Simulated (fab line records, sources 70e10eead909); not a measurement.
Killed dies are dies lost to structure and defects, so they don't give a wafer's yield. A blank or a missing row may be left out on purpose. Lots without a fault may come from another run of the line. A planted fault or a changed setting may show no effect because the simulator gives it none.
Which tool did it? | flow nand_harc | 6 lots, 17 wafers sampled, at 5 steps of a route of 1302

WHAT THE GAUGES READ, wafer by wafer
NHARC_END_SORT_01.
lot  | measured     | on        | killed_at_array
L404 | day 31 03:48 | prober-01 | 51 630

WHICH TOOL RAN EACH LOT (tool, then ch and the chambers of the sampled wafers, then the start)
lot  | NHARC_A_CHANNEL_HOLE_D1_ETCH_34    | NHARC_A_CHANNEL_HOLE_D1_ETCH_21  | NHARC_A_CHANNEL_HOLE_D1_ETCH_23  | NHARC_A_CHANNEL_HOLE_D1_ETCH_26
L389 | rie_diel-08 ch 1,3, day 8 13:00    | har_etch-01 ch 0,1, day 8 14:56  | har_etch-01 ch 0,1, day 8 15:59  | har_etch-01 ch 0,1, day 8 18:13
L393 | rie_diel-11 ch 0,1,2, day 10 11:19 | har_etch-02 ch 0,1, day 10 12:30 | har_etch-02 ch 0,1, day 10 13:31 | har_etch-02 ch 0,1, day 10 15:50
L395 | rie_diel-11 ch 0,1,3, day 11 07:48 | har_etch-01 ch 0,1, day 11 08:59 | har_etch-01 ch 0,1, day 11 09:59 | har_etch-01 ch 0,1, day 11 12:20
L397 | rie_diel-11 ch 0,1,3, day 12 01:14 | har_etch-02 ch 0,1, day 12 02:30 | har_etch-02 ch 0,1, day 12 03:32 | har_etch-02 ch 0,1, day 12 05:49
L404 | rie_diel-11 ch 0,1, day 15 07:40   | har_etch-02 ch 0,1, day 15 08:59 | har_etch-02 ch 0,1, day 15 10:05 | har_etch-02 ch 0,1, day 15 12:16
L410 | rie_diel-08 ch 0,1, day 18 06:49   | har_etch-01 ch 0,1, day 18 10:15 | har_etch-01 ch 0,1, day 18 11:22 | har_etch-01 ch 0,1, day 18 13:32
- NHARC_A_CHANNEL_HOLE_D1_ETCH_34: etches the open film in CF4/CHF3, target depth 154 nm, time 77 s.
- NHARC_A_CHANNEL_HOLE_D1_ETCH_21: etches the open film in C4F8/O2/Ar, time 514.3 s, target depth 1600 nm.
- NHARC_A_CHANNEL_HOLE_D1_ETCH_23: etches the open film in C4F8/O2/Ar, time 819 s, target depth 1600 nm.
- NHARC_A_CHANNEL_HOLE_D1_ETCH_26: etches the open film in C4F8/O2/Ar, time 224.1 s, target depth 300 nm.

THE ANSWER, worked out from the rows above alone
Rule: what is usual is taken from the lots themselves. Put in order of their means at a reading, lots are off if they are a third of the lots or fewer, leave a main group of 4 or more, and stand apart from it by a gap of 3 or more times the standard deviation of the main group's means; of several such gaps the widest counts. A main group whose means are all the same, to the digits that the tables above print for the reading, isn't used. A lot without any number at a reading at which 4 lots or more have one is off too. The other lots that the step has rows for count as sound.
No lot is off at any reading shown: from this, nothing can be told.

WHAT THE SIMULATOR HAD PUT IN
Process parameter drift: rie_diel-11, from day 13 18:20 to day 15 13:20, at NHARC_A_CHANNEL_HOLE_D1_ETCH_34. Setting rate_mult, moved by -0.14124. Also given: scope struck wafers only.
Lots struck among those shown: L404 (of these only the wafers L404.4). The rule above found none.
